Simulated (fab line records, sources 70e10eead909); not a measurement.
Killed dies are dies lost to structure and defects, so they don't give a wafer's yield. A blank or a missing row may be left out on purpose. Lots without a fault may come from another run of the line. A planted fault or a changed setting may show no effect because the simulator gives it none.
Which tool did it? | flow nand_harc | 12 lots, 36 wafers sampled, at 1 step of a route of 1302

WHAT THE GAUGES READ, wafer by wafer
NHARC_A_ONON_D1_THK_MEAS_34: measures by ellipsometry.
lot  | measured     | on            | thk_nm (nm)
L075 | day 8 14:44  | film_metro-01 | 195.1 198.0 200.0
L077 | day 9 12:39  | film_metro-02 | 204.1 202.4 206.8
L079 | day 10 06:22 | film_metro-01 | 199.2 200.4 200.0
L081 | day 11 07:48 | film_metro-01 | 197.7 194.7 197.2
L083 | day 12 05:42 | film_metro-02 | 195.0 199.0 200.7
L085 | day 12 20:03 | film_metro-02 | 200.2 195.3 202.3
L087 | day 13 12:40 | film_metro-02 | 196.3 199.1 197.9
L088 | day 14 15:50 | film_metro-02 | 198.9 197.7 200.8
L090 | day 15 00:53 | film_metro-01 | 197.4 203.1 203.7
L094 | day 16 12:55 | film_metro-01 | 197.0 199.4 202.7
L095 | day 17 06:40 | film_metro-02 | 200.6 203.3 203.3
L097 | day 17 14:38 | film_metro-01 | 201.9 202.3 203.6

WHICH TOOL RAN EACH LOT (tool, then ch and the chambers of the sampled wafers, then the start)
The record holds no process step before these readings.

THE ANSWER, worked out from the rows above alone
Rule: what is usual is taken from the lots themselves. Put in order of their means at a reading, lots are off if they are a third of the lots or fewer, leave a main group of 4 or more, and stand apart from it by a gap of 3 or more times the standard deviation of the main group's means; of several such gaps the widest counts. A main group whose means are all the same, to the digits that the tables above print for the reading, isn't used. A lot without any number at a reading at which 4 lots or more have one is off too. The other lots that the step has rows for count as sound.
No lot is off at any reading shown: from this, nothing can be told.

WHAT THE SIMULATOR HAD PUT IN
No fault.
